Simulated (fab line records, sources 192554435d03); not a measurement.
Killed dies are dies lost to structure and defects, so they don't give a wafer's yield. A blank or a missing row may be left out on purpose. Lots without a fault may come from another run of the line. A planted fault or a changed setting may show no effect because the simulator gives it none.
fab line records | flow n5_finfet
record lots=8 wafers=22 last_day=21
route steps=1938 shown FIN_CUT@175 STI_FIN_REVEAL@190 BEOL_M4@1111 PASSIVATION@1936
lots that met no fault: from a run of the same line without faults
start_h: hours from the record's first day to the start of the lot's first wafer shown | wait_h: hours since the lot's step before | " the same as in the row above | L1.1+2: a row that stands for several wafers | - no value, or no start given | * or withheld: withheld | < > ~ a bound
route shown NAME@n: a module of which the file shows steps, and the number in the route of the first | usual: mean/standard deviation of fault-free wafers | same: alike in all rows | chamber/n: place in a boat | sites: the reading at each site | _std_site: their standard deviation | _edge_site: outer sites' mean less inner sites' | radius_mm: how far each site lies from the wafer's centre | mask NAME#n: copy n | behind: the tool/chamber that last shaped the wafer | hold: why the lot was held/for how many hours/how that ended | device: the transistor (n, p or np) that didn't switch | end of line: the same wafers' tests at the end of the route | a step without rows: its recipe alone | killed: dies lost to structure and defects at the first sort, not the wafer's yield | map: a wafer's dies, x killed, . not, _ none there
set.NAME: the setting as run; set.NAME@STEP: as run at that earlier step | model.NAME: the simulator's own value behind a step, which no gauge read
steps of the route over a sample of lots; a table a step, a row a wafer
services: from which hour (start_h, from the record's first day; less than 0 if before it) a tool's chamber was out of use, for how many hours, and why
## steps
# step N5_FIN_CUT_PRECLEAN_35
# recipe time_s=13.3 temp_c=45 pressure_torr=125 p_hf_torr=3 p_coreactant_torr=25 chemistry=vHF
# usual drypump_motor_current_A=5.7/0.43
# columns lot.wafer tool chamber start_h wait_h drypump_motor_current_A
L594.2 vapor_etch-02 1 44.77 0.0 5.2
L594.6 " 0 " " 6.1
L601.1 vapor_etch-02 0 90.86 0.0 6.1
L601.3 " 0 " " 6.1
L601.5 " 0 " " 6.1
L602.3 vapor_etch-01 1 99.73 0.1 6.1
L602.6 " 0 " " 5.4
L603.3 vapor_etch-02 1 105.31 0.1 5.2
L603.5 " 0 " " 6.1
L603.6 " 1 " " 5.2
L604.1 vapor_etch-02 1 107.77 0.0 5.2
L604.2 " 0 " " 6.1
L604.6 " 1 " " 5.2
L605.1 vapor_etch-02 0 111.37 0.0 6.1
L605.5 " 0 " " 6.2
L605.6 " 1 " " 5.2
L606.1 vapor_etch-01 0 118.84 0.0 5.4
L606.2 " 1 " " 6.1
L606.5 " 0 " " 5.4
L613.1 vapor_etch-01 1 160.09 0.0 6.1
L613.5 " 1 " " 6.1
L613.6 " 0 " " 5.4
# step N5_FIN_CUT_STRIP_22
# recipe chemistry=N2/H2 power_w=500 temp_c=40 pressure_mtorr=50 rf_frequency_hz=6e+07 overash_fraction=0.3 bias_power_w=8 h2_frac=0.5 n2_flow_sccm=300 h2_flow_sccm=300
# usual drypump_motor_current_A=5.6/0.37 oes_product_au=0.76/0.071 rf_vpp_V=54.1/2 showerhead_plenum_p_Torr=3.33/0.12 throttle_valve_pct=18.9/0.38
# columns lot.wafer tool chamber start_h wait_h drypump_motor_current_A oes_product_au rf_hours_counter_h rf_vpp_V showerhead_plenum_p_Torr throttle_valve_pct
L594.2 rie_diel-06 1 44.97 0.0 5.6 0.82 100 53.6 3.22 18.9
L594.6 " 0 " " 5.7 0.71 - 53.5 3.30 18.5
L601.1 rie_diel-03 2 91.07 0.0 6.0 0.74 165 54.8 3.22 18.7
L601.3 " 3 " " 6.5 0.77 105 56.9 3.37 18.5
L601.5 " 0 " " 5.2 0.68 - 53.6 3.31 18.8
L602.3 rie_diel-02 2 99.91 0.0 5.8 0.72 161 56.2 3.24 19.1
L602.6 " 3 " " 5.4 0.88 - 56.0 3.56 18.7
L603.3 rie_diel-03 2 105.49 0.0 6.0 0.73 167 54.2 3.22 18.7
L603.5 " 2 " " 6.0 0.73 - 56.5 3.22 18.8
L603.6 " 3 " " 6.5 0.75 - 52.3 3.37 18.5
L604.1 rie_diel-02 2 107.97 0.0 5.9 0.72 163 56.8 3.24 19.1
L604.2 " 1 " " 4.9 0.81 131 50.1 3.36 19.4
L604.6 " 1 " " 4.9 0.78 - 57.5 3.36 19.4
L605.1 rie_diel-03 1 111.57 0.0 5.9 0.73 193 57.2 3.47 18.8
L605.5 " 1 " " 5.9 0.74 - 53.5 3.47 18.8
L605.6 " 2 " " 6.0 0.72 - 52.0 3.22 18.7
L606.1 rie_diel-03 3 119.05 0.0 6.5 0.77 109 56.0 3.37 18.5
L606.2 " 1 " " 5.9 0.74 194 51.4 3.47 18.8
L606.5 " 3 " " 6.5 0.78 - 55.8 3.37 18.5
L613.1 rie_diel-06 3 160.32 0.1 5.4 0.64 246 51.5 3.19 19.7
L613.5 " 3 " " 5.4 0.65 - 54.3 3.19 19.6
L613.6 " 1 " " 5.6 0.77 - 53.4 3.21 18.9
# step N5_STI_FIN_REVEAL_ETCHBACK_08
# recipe chemistry=C4F6/O2 target=SiO2 target_depth_a=305 time_s=10.167 ion_energy_ev=250 pressure_mtorr=30 source_w=345 bias_w=185 Ar_flow_sccm=300 C4F6_flow_sccm=10 O2_flow_sccm=10
# usual drypump_motor_current_A=6.0/0.42 oes_ar_750_au=0.81/0.096 oes_o_777_au=0.80/0.092 oes_product_au=0.81/0.094 rf_vpp_V=668/19 showerhead_plenum_p_Torr=2.88/0.11 throttle_valve_pct=21.06/0.22
# columns lot.wafer tool chamber start_h wait_h drypump_motor_current_A oes_ar_750_au oes_o_777_au oes_product_au rf_hours_counter_h rf_vpp_V showerhead_plenum_p_Torr throttle_valve_pct
L594.2 rie_diel-05 3 50.99 0.3 6.7 0.72 0.74 0.72 241 656 2.71 21.37
L594.6 " 0 " " 5.7 0.90 0.90 0.89 - 649 3.03 20.81
L601.1 rie_diel-04 1 99.79 0.2 6.3 0.96 0.97 0.96 10 646 2.93 21.26
L601.3 " 2 " " 5.7 0.80 0.78 0.83 69 702 2.87 20.97
L601.5 " 3 " " 5.7 0.73 0.76 0.73 - 683 2.91 21.07
L602.3 rie_diel-04 2 106.44 0.1 5.7 0.81 0.77 0.83 71 702 2.87 20.98
L602.6 " 2 " " 5.7 0.81 0.77 0.83 - 704 2.87 20.94
L603.3 rie_diel-04 1 111.51 0.1 6.3 0.94 0.96 0.94 13 646 2.93 21.26
L603.5 " 2 " " 5.7 0.80 0.77 0.82 - 702 2.87 20.95
L603.6 " 1 " " 6.3 0.93 0.95 0.94 - 647 2.93 21.25
L604.1 rie_diel-05 1 113.83 0.2 6.2 0.67 0.64 0.67 252 694 2.69 21.49
L604.2 " 2 " " 5.8 0.90 0.85 0.92 19 670 2.89 20.85
L604.6 " 1 " " 6.2 0.66 0.64 0.67 - 695 2.68 21.48
L605.1 rie_diel-04 0 118.12 0.2 5.1 0.71 0.74 0.69 221 624 2.77 21.18
L605.5 " 3 " " 5.7 0.73 0.75 0.73 - 681 2.90 21.08
L605.6 " 0 " " 5.1 0.71 0.75 0.69 - 625 2.77 21.20
L606.1 rie_diel-05 0 124.89 0.2 5.7 0.88 0.88 0.86 39 647 3.02 20.84
L606.2 " 2 " " 5.8 0.89 0.84 0.91 23 669 2.88 20.86
L606.5 " 0 " " 5.7 0.88 0.87 0.85 - 647 3.02 20.86
L613.1 rie_diel-01 2 166.49 0.2 5.6 0.75 0.71 0.74 168 680 2.84 20.99
L613.5 " 1 " " 5.9 0.67 0.67 0.68 - 675 2.78 21.27
L613.6 " 0 " " 6.2 0.84 0.82 0.83 - 657 3.03 21.24
# step N5_STI_FIN_REVEAL_OXIDATION_33
# recipe chemistry=O2_PLASMA_REMOTE temp_c=150 time_s=20 pressure_mtorr=1000 source_power_w=2000 o2_flow_sccm=3000
# usual drypump_motor_current_A=6.0/0.3 heater_power_w=134/5.9
# columns lot.wafer tool chamber start_h wait_h drypump_motor_current_A heater_power_w rf_hours_counter_h
L594.2 plasma_asher-01 1 53.77 0.0 5.7 143 57
L594.6 " 1 " " 5.7 146 -
L601.1 plasma_asher-01 1 102.88 0.0 5.7 143 66
L601.3 " 1 " " 5.8 144 -
L601.5 " 0 " " 6.2 131 -
L602.3 plasma_asher-02 0 109.75 0.0 5.7 128 -
L602.6 " 1 " " 6.4 132 -
L603.3 plasma_asher-02 1 114.82 0.0 6.4 135 -
L603.5 " 1 " " 6.4 137 -
L603.6 " 0 " " 5.7 124 -
L604.1 plasma_asher-01 0 116.60 0.0 6.2 133 69
L604.2 " 1 " " 5.7 147 69
L604.6 " 0 " " 6.3 132 -
L605.1 plasma_asher-02 1 120.88 0.0 6.4 136 61
L605.5 " 0 " " 5.7 126 -
L605.6 " 1 " " 6.4 138 -
L606.1 plasma_asher-02 1 127.80 0.1 6.4 135 63
L606.2 " 0 " " 5.8 127 63
L606.5 " 0 " " 5.8 126 -
L613.1 plasma_asher-02 1 169.24 0.0 6.4 135 71
L613.5 " 0 " " 5.7 128 -
L613.6 " 1 " " 6.4 138 -
# step N5_STI_FIN_REVEAL_FIN_H_MEAS_10
# usual trench_depth_nm=52.0/0.77
# columns lot.wafer tool chamber start_h wait_h trench_depth_nm
L594.2 ocd-01 - 53.97 0.0 52.4
L594.6 " - " " 52.6
L601.1 ocd-02 - 103.07 0.0 52.0
L601.3 " - " " 53.2
L601.5 " - " " 52.9
L602.3 ocd-01 - 109.92 0.0 52.2
L602.6 " - " " 52.1
L603.3 ocd-01 - 115.00 0.0 43.0
L603.5 " - " " 42.5
L603.6 " - " " 42.7
L604.1 ocd-02 - 116.80 0.0 51.3
L604.2 " - " " 51.2
L604.6 " - " " 50.9
L605.1 ocd-01 - 121.08 0.0 42.9
L605.5 " - " " 43.9
L605.6 " - " " 43.0
L606.1 ocd-01 - 128.05 0.0 52.1
L606.2 " - " " 51.9
L606.5 " - " " 52.8
L613.1 ocd-02 - 169.45 0.0 52.3
L613.5 " - " " 51.9
L613.6 " - " " 52.0
# step N5_BEOL_M4_RC_MEAS_101
# usual CJ_N=4.32/0.13 DIBL_N=37.7/2 DIBL_P=37.7/2.3 EOT_N=10.52/0.11 IGATE_N=0.0131/0.0024 IOFF_N=0.18/0.039 IOFF_N_85C=3.5/0.62 IOFF_N_LIN=0.083/0.014 IOFF_N_LONG=5.54e-05/2.7e-06 IOFF_P=0.23/0.042 IOFF_P_85C=3.9/0.6 IOFF_P_LIN=0.105/0.014 ION_N=681/12 ION_P=463/8 RC_DENSE_N=19.2/0.5 RC_N=15.7/0.38 REXT_N=75.6/1.8 REXT_P=101.1/2 RS_SD_N=28.3/0.32 SS_N=71.9/0.68 SS_P=73.6/0.71 VT_N=248/3.2 VT_N_LONG=274.5/2.1 VT_N_LVT=98/3.2 VT_P=-249/3.1
# columns lot.wafer tool chamber start_h wait_h CJ_N DIBL_N[mV/V] DIBL_P[mV/V] EOT_N IGATE_N[nA/um] IOFF_N[nA/um] IOFF_N_85C[nA/um] IOFF_N_LIN[nA/um] IOFF_N_LONG[nA/um] IOFF_P[nA/um] IOFF_P_85C[nA/um] IOFF_P_LIN[nA/um] ION_N[uA/um] ION_P[uA/um] RC_DENSE_N[ohm.um] RC_N[ohm.um] REXT_N[ohm.um] REXT_P[ohm.um] RS_SD_N[ohm/sq] SS_N[mV/dec] SS_P[mV/dec] VT_N[mV] VT_N_LONG[mV] VT_N_LVT[mV] VT_P[mV]
L594.2 prober-02 0 276.70 0.2 4.49 38.0 37.0 10.78 0.0096 0.19 3.6 0.084 5.36e-05 0.20 3.5 0.093 692 462 19.2 15.5 73.1 102.5 28.6 71.4 73.3 247 278.3 96 -252
L594.6 " 0 " " 4.28 37.4 37.3 10.60 0.0121 0.16 3.2 0.076 5.21e-05 0.21 3.6 0.096 681 459 20.2 16.3 75.8 102.6 28.9 71.2 73.3 249 279.4 99 -252
L602.3 prober-01 0 317.48 0.3 4.31 39.9 40.9 10.39 0.0146 0.22 4.1 0.098 5.56e-05 0.27 4.5 0.117 709 470 19.5 16.0 74.8 101.7 27.8 72.0 74.2 244 274.2 95 -249
L602.6 " 0 " " 4.46 41.5 41.8 10.44 0.0157 0.27 4.8 0.114 5.64e-05 0.30 5.0 0.130 715 484 19.7 16.0 73.6 100.3 28.1 72.1 74.2 242 275.4 90 -245
L601.1 prober-02 0 323.10 0.0 4.42 34.1 34.6 10.64 0.0101 0.14 2.9 0.067 5.72e-05 0.18 3.2 0.088 668 453 18.8 15.5 75.9 98.0 27.8 70.5 72.2 250 272.4 99 -252
L601.3 " 0 " " 4.43 36.3 37.9 10.39 0.0158 0.19 3.6 0.086 5.7e-05 0.24 4.0 0.109 697 472 19.6 16.0 76.6 95.9 28.1 72.3 73.2 247 274.5 94 -248
L601.5 " 0 " " 4.44 34.2 35.2 10.45 0.0141 0.16 3.1 0.074 5.78e-05 0.19 3.4 0.094 689 470 19.9 16.1 76.9 98.2 28.4 71.6 73.5 247 274.5 96 -249
L603.3 prober-02 0 327.06 0.3 - - 72.4 - - - - - - 11.30 101.9 0.403 - 403 - - - 115.4 - - 120.6 - - - -244
L603.5 " 0 " " - - 61.3 - - - - - - 5.18 53.1 0.245 - 391 - - - 112.8 - - 113.1 - - - -250
L603.6 " 0 " " - - 69.6 - - - - - - 9.32 88.4 0.353 - 401 - - - 113.7 - - 118.3 - - - -249
L606.1 prober-01 0 344.88 0.0 4.41 40.9 40.7 10.40 0.0129 0.22 4.1 0.096 5.41e-05 0.30 4.9 0.131 692 477 19.3 15.6 76.5 100.2 28.4 72.4 74.6 244 273.6 97 -242
L606.2 " 0 " " 4.45 37.4 36.3 10.48 0.0142 0.16 3.2 0.075 5.43e-05 0.22 3.7 0.103 676 468 18.7 15.3 76.7 100.1 28.8 71.1 73.8 248 274.7 102 -250
L606.5 " 0 " " 4.50 37.9 36.6 10.40 0.0146 0.16 3.2 0.076 5.47e-05 0.22 3.8 0.104 679 471 19.1 15.6 75.8 101.7 28.4 71.7 73.2 250 273.3 102 -249
L605.1 prober-01 0 349.73 0.0 4.23 123.7 98.1 10.25 0.0168 40.22 323.0 0.555 4.78e-05 33.97 255.9 0.682 600 409 19.2 15.7 83.1 107.8 27.9 161.1 151.1 243 278.0 93 -245
L605.5 " 0 " " 4.24 83.2 65.3 10.47 0.0124 10.28 101.8 0.241 4.92e-05 7.39 72.1 0.289 597 411 19.5 15.8 81.8 106.5 28.2 130.9 116.4 247 276.3 97 -247
L605.6 " 0 " " 4.26 133.5 102.5 10.63 0.0104 62.72 465.9 0.759 4.79e-05 44.13 321.6 0.810 596 409 19.2 15.7 84.5 108.3 27.8 164.9 150.3 241 280.2 90 -239
L604.1 prober-01 0 353.43 0.0 4.31 34.6 35.0 10.49 0.0130 0.14 2.8 0.067 5.18e-05 0.19 3.3 0.093 668 461 19.3 15.8 76.4 102.3 28.9 70.6 73.0 249 276.7 101 -250
L604.2 " 0 " " 4.40 36.4 37.2 10.59 0.0135 0.16 3.2 0.074 5.28e-05 0.22 3.7 0.102 673 461 19.5 15.9 75.5 101.4 28.4 71.1 73.6 251 275.6 99 -251
L604.6 " 0 " " 4.41 39.1 40.1 10.59 0.0109 0.21 4.0 0.089 5.23e-05 0.27 4.4 0.119 685 458 19.2 15.6 74.8 101.7 28.3 72.7 73.4 247 277.9 99 -248
L613.1 prober-02 0 389.10 0.0 4.40 39.4 38.3 10.68 0.0099 0.22 4.0 0.091 5.81e-05 0.26 4.4 0.118 685 469 19.5 15.9 74.4 103.3 28.3 73.2 73.9 245 274.8 95 -247
L613.5 " 0 " " 4.38 36.0 34.0 10.44 0.0138 0.17 3.2 0.073 5.87e-05 0.19 3.4 0.097 680 459 18.2 14.8 73.6 102.1 28.2 71.6 72.8 249 271.7 97 -251
L613.6 " 0 " " 4.12 38.5 39.8 10.60 0.0095 0.22 4.1 0.098 5.67e-05 0.30 4.9 0.132 688 471 20.2 16.2 76.6 102.6 28.4 71.4 73.6 244 272.4 92 -246
# step N5_PASSIVATION_PROBE_49
# usual defect_limited_yield=91.1/1.4 killed_at_M0_to_M3=34/9.6 killed_at_M4_up=15/5.3 killed_at_contacts=12/6.1 killed_at_front_end=40/11 killed_at_other=3.5/2.8 killed_dies=105/17 killed_on_rim=14/4.3 killed_open=70/12 killed_short=34/7.7 sort_bin_4_leakage=0.01/0.07 sort_bin_5_function=5.2/0.97 sort_bin_6_memory=3.4/0.62 sort_n_pass=1075/17 sort_yield_pct=91.1/1.4
# same gross_dies=1180 killed_at_back_side=0 sort_bin_8_speed[%]=0
# columns lot.wafer tool chamber start_h wait_h defect_limited_yield[%] killed_at_M0_to_M3 killed_at_M4_up killed_at_contacts killed_at_front_end killed_at_other killed_dies killed_on_rim killed_open killed_short sort_bin_4_leakage[%] sort_bin_5_function[%] sort_bin_6_memory[%] sort_n_pass sort_yield_pct[%]
L594.2 prober-01 - 392.31 0.1 90.6 37 20 11 41 2 111 14 84 25 0 6.4 2.9 1069 90.6
L594.6 prober-01 - 392.51 0.3 89.7 35 17 23 45 2 122 10 74 45 0 6.4 3.7 1058 89.7
L602.3 prober-01 - 420.62 0.1 93.1 16 19 7 37 3 82 11 56 26 0 3.9 2.7 1098 93.1
L602.6 prober-01 - 420.77 0.3 93.0 9 20 8 44 2 83 9 54 29 0 4.6 2.0 1097 93.0
L603.3 prober-01 - 433.54 0.1 90.8 32 21 21 30 5 109 16 74 34 90.76 5.8 3.3 0 0
L603.5 prober-01 - 433.64 0.2 90.8 45 13 13 36 2 109 8 75 34 90.76 5.4 3.5 0 0
L603.6 prober-01 - 433.69 0.3 92.5 32 20 21 16 0 89 14 62 27 92.46 4.3 3.1 0 0
L601.1 prober-01 - 435.73 0.0 90.9 38 20 9 39 1 107 18 66 39 0 4.7 3.9 1073 90.9
L601.3 prober-01 - 435.83 0.1 91.2 36 19 7 39 3 104 18 73 30 0 5.5 3.1 1076 91.2
L601.5 prober-01 - 435.93 0.2 91.4 34 20 8 37 3 102 9 74 27 0 4.7 3.6 1078 91.4
L606.1 prober-01 - 450.39 0.0 87.7 47 17 17 61 3 145 17 94 49 0 8.0 4.1 1035 87.7
L606.2 prober-01 - 450.44 0.1 94.2 23 17 11 18 0 69 10 47 21 0 2.9 2.6 1111 94.2
L606.5 prober-01 - 450.59 0.2 90.8 33 21 10 44 0 108 15 73 33 0 5.4 3.4 1072 90.8
L604.1 prober-01 - 454.47 0.3 89.6 48 15 27 33 0 123 15 92 31 0 6.4 3.9 1057 89.6
L604.2 prober-01 - 454.52 0.3 89.7 41 15 18 47 0 121 19 86 35 0 6.2 3.8 1059 89.7
L604.6 prober-01 - 454.72 0.5 90.5 42 17 21 29 3 112 15 78 34 0 5.3 4.2 1068 90.5
L605.1 prober-02 - 462.14 0.0 89.3 32 19 4 71 0 126 30 64 40 89.32 5.3 3.2 0 0
L605.5 prober-02 - 462.34 0.2 86.6 49 30 8 69 2 158 21 117 40 86.61 8.6 4.5 0 0
L605.6 prober-02 - 462.39 0.3 91.4 34 25 6 37 0 102 11 71 26 91.36 5.6 2.5 0 0
L613.1 prober-02 - 501.33 0.3 92.5 20 13 8 42 6 89 7 55 32 0 4.3 2.9 1091 92.5
L613.5 prober-02 - 501.53 0.5 90.8 46 8 6 43 5 108 11 62 45 0 4.9 3.6 1072 90.8
L613.6 prober-02 - 501.58 0.5 90.6 34 12 7 53 5 111 16 71 39 0 6.0 3.1 1069 90.6
# killed by level:class
L594.2 BEOL_M4:geometric_particle:open=17 BEOL_M3:geometric_particle:open=15 FIN_SAQP:geometric_particle:open=11 MOL_CONTACT_COAG:geometric_particle:open=8 BEOL_M0_SAQP:geometric_particle:open=7 STI_FIN_REVEAL:geometric_particle:open=6 DUMMY_GATE:geometric_particle:open=6 FIN_SAQP:geometric_particle:short=4
L594.6 MOL_CONTACT_COAG:geometric_particle:open=15 BEOL_M3:geometric_particle:open=12 BEOL_M0_SAQP:geometric_particle:short=9 BEOL_M4:geometric_particle:open=9 MOL_CONTACT_COAG:geometric_particle:short=8 STI_FIN_REVEAL:geometric_particle:open=7 FIN_SAQP:geometric_particle:open=6 STI_FIN_REVEAL:geometric_particle:short=5
L602.3 BEOL_M4:geometric_particle:open=8 FIN_SAQP:geometric_particle:short=7 MOL_CONTACT_COAG:geometric_particle:open=7 STARTING-WAFER:geometric_particle:short=6 STI_FIN_REVEAL:geometric_particle:open=5 GATE_CUT:geometric_particle:open=5 BEOL_M2:geometric_particle:open=5 BEOL_M0_SAQP:geometric_particle:open=4
L602.6 FIN_SAQP:geometric_particle:open=10 GATE_CUT:geometric_particle:short=9 FIN_SAQP:geometric_particle:short=8 MOL_CONTACT_COAG:geometric_particle:open=8 BEOL_M4:geometric_particle:open=6 GATE_CUT:geometric_particle:open=4 BEOL_M8:geometric_particle:open=4 FIN_CUT:geometric_particle:open=3
L603.3 MOL_CONTACT_COAG:geometric_particle:open=15 STI_FIN_REVEAL:geometric_particle:open=14 BEOL_M4:geometric_particle:open=13 BEOL_M3:geometric_particle:open=11 BEOL_M0_SAQP:geometric_particle:short=7 GATE_CUT:geometric_particle:short=6 MOL_CONTACT_COAG:geometric_particle:short=6 BEOL_M2:geometric_particle:open=6
L603.5 BEOL_M3:geometric_particle:open=18 BEOL_M2:geometric_particle:open=10 MOL_CONTACT_COAG:geometric_particle:open=9 GATE_CUT:geometric_particle:short=8 GATE_CUT:geometric_particle:open=6 BEOL_M0_SAQP:geometric_particle:open=6 BEOL_M4:geometric_particle:open=6 STI_FIN_REVEAL:geometric_particle:open=5
L603.6 MOL_CONTACT_COAG:geometric_particle:open=14 BEOL_M3:geometric_particle:open=12 BEOL_M4:geometric_particle:open=8 MOL_CONTACT_COAG:geometric_particle:short=7 BEOL_M2:geometric_particle:open=7 STI_FIN_REVEAL:geometric_particle:open=4 BEOL_M1:geometric_particle:open=4 BEOL_M5:geometric_particle:open=4
L601.1 BEOL_M0_SAQP:geometric_particle:short=10 DUMMY_GATE:geometric_particle:open=9 BEOL_M2:geometric_particle:open=8 MOL_CONTACT_COAG:geometric_particle:open=6 BEOL_M0_SAQP:geometric_particle:open=6 FIN_SAQP:geometric_particle:short=5 FIN_SAQP:geometric_particle:open=5 BEOL_M3:geometric_particle:open=5
L601.3 BEOL_M3:geometric_particle:open=15 STI_FIN_REVEAL:geometric_particle:open=11 BEOL_M4:geometric_particle:open=8 FIN_SAQP:geometric_particle:open=5 DUMMY_GATE:geometric_particle:open=5 BEOL_M2:geometric_particle:open=5 DUMMY_GATE:geometric_particle:short=4 MOL_CONTACT_COAG:geometric_particle:open=4
L601.5 BEOL_M2:geometric_particle:open=15 STI_FIN_REVEAL:geometric_particle:open=13 BEOL_M1:geometric_particle:open=8 BEOL_M4:geometric_particle:open=8 FIN_SAQP:geometric_particle:open=7 FIN_SAQP:geometric_particle:short=7 MOL_CONTACT_COAG:geometric_particle:open=7 BEOL_M0_SAQP:geometric_particle:short=5
L606.1 FIN_SAQP:geometric_particle:short=25 FIN_SAQP:geometric_particle:open=17 MOL_CONTACT_COAG:geometric_particle:open=14 BEOL_M1:geometric_particle:open=14 BEOL_M0_SAQP:geometric_particle:open=12 BEOL_M4:geometric_particle:open=9 BEOL_M0_SAQP:geometric_particle:short=6 BEOL_M2:geometric_particle:short=6
L606.2 BEOL_M4:geometric_particle:open=12 MOL_CONTACT_COAG:geometric_particle:open=9 BEOL_M2:geometric_particle:open=8 FIN_SAQP:geometric_particle:short=5 BEOL_M0_SAQP:geometric_particle:short=5 BEOL_M1:geometric_particle:open=4 STARTING-WAFER:geometric_particle:open=3 FIN_SAQP:geometric_particle:open=2
L606.5 FIN_SAQP:geometric_particle:open=12 MOL_CONTACT_COAG:geometric_particle:open=9 BEOL_M2:geometric_particle:open=9 FIN_SAQP:geometric_particle:short=8 DUMMY_GATE:geometric_particle:open=7 BEOL_M0_SAQP:geometric_particle:open=7 GATE_CUT:geometric_particle:short=6 BEOL_M4:geometric_particle:open=6
L604.1 MOL_CONTACT_COAG:geometric_particle:open=23 STI_FIN_REVEAL:geometric_particle:open=10 BEOL_M1:geometric_particle:open=10 BEOL_M0:geometric_particle:open=7 BEOL_M0_SAQP:geometric_particle:short=7 BEOL_M4:geometric_particle:open=7 BEOL_M3:geometric_particle:open=6 BEOL_M2:geometric_particle:open=6
L604.2 MOL_CONTACT_COAG:geometric_particle:open=15 DUMMY_GATE:geometric_particle:open=12 BEOL_M4:geometric_particle:open=10 BEOL_M1:geometric_particle:open=8 BEOL_M0_SAQP:geometric_particle:open=8 BEOL_M3:geometric_particle:open=7 FIN_SAQP:geometric_particle:open=6 BEOL_M2:geometric_particle:open=6
L604.6 MOL_CONTACT_COAG:geometric_particle:open=20 BEOL_M2:geometric_particle:open=13 FIN_SAQP:geometric_particle:short=9 BEOL_M1:geometric_particle:open=9 BEOL_M4:geometric_particle:open=7 BEOL_M0_SAQP:geometric_particle:short=5 BEOL_M3:geometric_particle:open=5 FIN_SAQP:geometric_particle:open=3
L605.1 HKMG_FIN:area_etch=21 FIN_SAQP:geometric_particle:open=14 STI_FIN_REVEAL:geometric_particle:open=9 FIN_SAQP:geometric_particle:short=8 BEOL_M0_SAQP:geometric_particle:open=7 BEOL_M4:geometric_particle:open=7 STI_FIN_REVEAL:geometric_particle:short=5 BEOL_M2:geometric_particle:short=5
L605.5 STI_FIN_REVEAL:geometric_particle:open=31 BEOL_M3:geometric_particle:open=17 BEOL_M4:geometric_particle:open=16 FIN_SAQP:geometric_particle:open=11 STI_FIN_REVEAL:geometric_particle:short=10 BEOL_M1:geometric_particle:open=8 MOL_CONTACT_COAG:geometric_particle:open=7 BEOL_M0_SAQP:geometric_particle:open=6
L605.6 STI_FIN_REVEAL:geometric_particle:open=13 BEOL_M3:geometric_particle:open=11 BEOL_M4:geometric_particle:open=11 BEOL_M3:geometric_particle:short=6 FIN_SAQP:geometric_particle:short=5 MOL_CONTACT_COAG:geometric_particle:open=5 BEOL_M0_SAQP:geometric_particle:short=5 BEOL_M8:geometric_particle:open=4
L613.1 FIN_SAQP:geometric_particle:open=8 STI_FIN_REVEAL:geometric_particle:open=7 BEOL_M3:geometric_particle:open=6 MOL_CONTACT_COAG:geometric_particle:open=5 BEOL_M0_SAQP:geometric_particle:short=5 BEOL_M4:geometric_particle:open=5 FIN_SAQP:geometric_particle:short=4 SPACER0:geometric_particle:short=4
L613.5 BEOL_M0_SAQP:geometric_particle:short=10 BEOL_M2:geometric_particle:open=10 FIN_SAQP:geometric_particle:short=7 BEOL_M0_SAQP:geometric_particle:open=7 BEOL_M3:geometric_particle:open=7 FIN_SAQP:geometric_particle:open=5 SPACER0:geometric_particle:short=5 SPACER0:geometric_particle:open=5
L613.6 FIN_SAQP:geometric_particle:short=14 BEOL_M1:geometric_particle:open=9 BEOL_M2:geometric_particle:open=8 STI_FIN_REVEAL:geometric_particle:open=7 STARTING-WAFER:geometric_particle:open=7 MOL_CONTACT_COAG:geometric_particle:open=5 FIN_SAQP:geometric_particle:open=4 DUMMY_GATE:geometric_particle:open=4
## services
# columns tool chamber start_h hours kind
rie_diel-03 - 28.37 2.8 pm
rie_diel-04 1 39.38 - clean
rie_diel-04 1 39.38 - consumable_replace:focus_ring
rie_diel-04 1 39.38 12.5 scheduled_down
rie_diel-04 1 39.38 12.5 vent_cycle
rie_diel-06 2 43.11 2.8 repair
rie_diel-02 - 48.24 1.3 repair
rie_diel-02 1 82.56 4.2 repair
rie_diel-06 - 82.88 0.7 repair
rie_diel-05 3 89.42 - clean
rie_diel-05 3 89.42 - consumable_replace:focus_ring
rie_diel-05 3 89.42 - consumable_replace:showerhead
rie_diel-05 3 89.42 32.7 scheduled_down
rie_diel-05 3 89.42 32.7 vent_cycle
rie_diel-05 - 89.99 15.6 pm
rie_diel-01 - 109.73 14.6 pm
rie_diel-03 2 118.77 6.3 repair
rie_diel-05 1 122.16 - clean
rie_diel-05 1 122.16 - consumable_replace:focus_ring
rie_diel-05 1 122.16 - consumable_replace:showerhead
rie_diel-05 1 122.16 17.9 scheduled_down
rie_diel-05 1 122.16 17.9 vent_cycle
rie_diel-06 0 152.53 - clean
rie_diel-01 3 166.05 3.5 repair
## key
first_sign step=N5_STI_FIN_REVEAL_FIN_H_MEAS_10 reading=trench_depth_nm direction=down sigmas=12 usual=52.0 struck=43.0
effect step=N5_BEOL_M4_RC_MEAS_101 reading=IOFF_P direction=up sigmas=99+ usual=0.23 struck=18.55
effect step=N5_BEOL_M4_RC_MEAS_101 reading=IOFF_P_85C direction=up sigmas=99+ usual=3.9 struck=148.8
effect step=N5_BEOL_M4_RC_MEAS_101 reading=SS_P direction=up sigmas=77 usual=73.6 struck=128.3
effect step=N5_BEOL_M4_RC_MEAS_101 reading=IOFF_P_LIN direction=up sigmas=25 usual=0.105 struck=0.464
effect step=N5_BEOL_M4_RC_MEAS_101 reading=DIBL_P direction=up sigmas=17 usual=37.7 struck=78.2
effect step=N5_BEOL_M4_RC_MEAS_101 reading=ION_P direction=down sigmas=7.5 usual=463 struck=404
effect step=N5_BEOL_M4_RC_MEAS_101 reading=REXT_P direction=up sigmas=4.9 usual=101.1 struck=110.8
effect step=N5_BEOL_M4_RC_MEAS_101 reading=CJ_N direction=missing
effect step=N5_BEOL_M4_RC_MEAS_101 reading=DIBL_N direction=missing
effect step=N5_BEOL_M4_RC_MEAS_101 reading=EOT_N direction=missing
effect step=N5_BEOL_M4_RC_MEAS_101 reading=IGATE_N direction=missing
effect step=N5_BEOL_M4_RC_MEAS_101 reading=IOFF_N direction=missing
effect step=N5_PASSIVATION_PROBE_49 reading=sort_bin_4_leakage direction=up sigmas=99+ usual=0.01 struck=90.21
met_at N5_STI_FIN_REVEAL_ETCHBACK_08
struck_lots L603,L605
baseline_loss step=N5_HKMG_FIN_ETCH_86 wafers=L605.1
not_acting_at N5_FIN_CUT_PRECLEAN_35,N5_FIN_CUT_STRIP_22,N5_STI_FIN_REVEAL_OXIDATION_33
onset_between 106.44 111.51
fault kind=process_parameter_drift tool=rie_diel-04 chamber=- onset_h=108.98 steps=N5_STI_FIN_REVEAL_ETCHBACK_08 channel=time_s offset=* shape=step end_h=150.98 acts_in=* stated=*
# baseline_loss: these wafers lose ten dies or more at that step, a loss of the line's own and not of a fault; the sort's usual values leave them out
